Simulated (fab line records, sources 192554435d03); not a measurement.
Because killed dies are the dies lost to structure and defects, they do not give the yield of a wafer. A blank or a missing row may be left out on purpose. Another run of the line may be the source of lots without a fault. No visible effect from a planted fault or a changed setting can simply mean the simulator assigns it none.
Split-lot experiment -- flow n5Finfet -- 21 wafers read across 7 lots, on a route 1938 steps long

## ON THE SPLIT
At N5_MOL_CONTACT_COAG_COAT_64 (time 60 s, resist thk 10 nm), the setting spinRpm was moved away from the recipe's 1500 rpm on 8 of the 21 wafers read, by -10.5% to +6.1%. All remaining wafers had this setting at the recipe value.

## FROM THE SPLIT TO THE READING: what the file shows between them, 3 steps
- N5_MOL_CONTACT_COAG_COAT_34: resist thk 40 nm
- N5_MOL_CONTACT_COAG_EBR_36
- N5_MOL_CONTACT_COAG_DESCUM_45: chemistry O2, time 7 s

## THE READING
etch.depthNm (the simulator's own value, which no gauge read), in nm, at N5_MOL_CONTACT_COAG_ETCH_65 (etches underlayer in N2/H2, target depth 13 nm, time 10.4 s). The file gives no usual value for it. Here, 13 wafers ran the recipe; their average is 9.987 nm with a standard deviation of 0.029 nm.

wafer,"tool, chamber at the split","spinRpm as run, rpm",against the recipe,"etch.depthNm, nm",against lot-mates on the recipe
L076.3,"lithoTrack-04, 0",1500,recipe,9.974,-
L076.5,"lithoTrack-04, 0",1500,recipe,9.976,-
L076.6,"lithoTrack-04, 0",1500,recipe,9.932,-
L078.1,"lithoTrack-03, 0",1384,-7.7%,10.36,no lot-mate on the recipe
L078.3,"lithoTrack-03, 0",1384,-7.7%,10.34,no lot-mate on the recipe
L078.6,"lithoTrack-03, 0",1384,-7.7%,10.39,no lot-mate on the recipe
L079.2,"lithoTrack-05, 0",1500,recipe,9.981,-
L079.5,"lithoTrack-05, 0",1500,recipe,9.995,-
L079.6,"lithoTrack-05, 0",1500,recipe,9.99,-
L080.1,"lithoTrack-04, 0",1500,recipe,9.969,-
L080.3,"lithoTrack-04, 0",1500,recipe,9.939,-
L080.4,"lithoTrack-04, 0",1342,-10.5%,10.49,+0.536
L083.3,"lithoTrack-05, 0",1592,+6.1%,9.703,-0.317
L083.4,"lithoTrack-05, 0",1500,recipe,10.01,-
L083.6,"lithoTrack-05, 0",1500,recipe,10.03,-
L085.3,"lithoTrack-04, 0",1444,-3.7%,10.17,no lot-mate on the recipe
L085.5,"lithoTrack-04, 0",1444,-3.7%,10.17,no lot-mate on the recipe
L085.6,"lithoTrack-04, 0",1444,-3.7%,10.16,no lot-mate on the recipe
L087.2,"lithoTrack-05, 0",1500,recipe,10.02,-
L087.5,"lithoTrack-05, 0",1500,recipe,10.02,-
L087.4,"lithoTrack-05, 0",1500,recipe,9.996,-

FIT RESULTS
A straight line over all 21 wafers: etch.depthNm changes by -0.048 nm for each +1% of spinRpm; r = -0.99; the points scatter about the line by 0.025 nm.
The same after taking each lot's own level away (the mean of its wafers on the recipe; 15 wafers): -0.0511 nm for each +1%; r = -1.00; scatter 0.014 nm.
The reading moves by 0.54 nm for the largest change in spinRpm, on that fit.
From 9.9540 to 10.0200 nm: that is the span of the lots' own levels, equal to 2.3 times the standard deviation above.
The two slopes are in agreement: the lot-to-lot level therefore moves the slope only a little.
Check: for one of the wafers moved furthest among these (-10.5%), held out of the fit, the line's prediction against its lot-mates is +0.544 nm. Against them it came out at +0.536 nm.

## ADDITIONAL SPLITS CARRIED BY THESE WAFERS
These wafers also went through other splits before the reading. Each is held against what the fit with the lots' levels taken away leaves over:
other split on the same wafers,wafers away from the commonest value,r with etch.depthNm (lot level and that fit taken away)
N5_SD_EPI_P_PEB_07 pebTimeS,7,+0.35
N5_HKMG_FIN_COAT_43 spinRpm,9,-0.08
N5_HKMG_FIN_ETCH_55 timeS,8,+0.08
N5_MOL_CONTACT_COAG_COAT_63 spinRpm,7,+0.02

## THE WHOLE CHAIN: every reading that the file lists as answering this split, in the file's order
step,what it does,reading,change (the file's fit),r (the file's)
N5_MOL_CONTACT_COAG_COAT_64,"time 60 s, resist thk 10 nm","underlayer_of_MOL_CONTACT_COAG_COAT_64.thkNm (the simulator's own value, which no gauge read)",-0.0366 nm for each +1% of the setting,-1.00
N5_MOL_CONTACT_COAG_ETCH_65,"etches underlayer in N2/H2, target depth 13 nm, time 10.4 s","CAR-EUV_of_MOL_CONTACT_COAG_COAT_34.thkNm (the simulator's own value, which no gauge read)",+0.0661 nm for each +1% of the setting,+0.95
N5_MOL_CONTACT_COAG_ETCH_65,"etches underlayer in N2/H2, target depth 13 nm, time 10.4 s","etch.depthNm (the simulator's own value, which no gauge read)",-0.0513 nm for each +1% of the setting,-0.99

## FILE'S OWN FIT
etch.depthNm changes by -0.0513 nm for each +1% of spinRpm, r = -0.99.
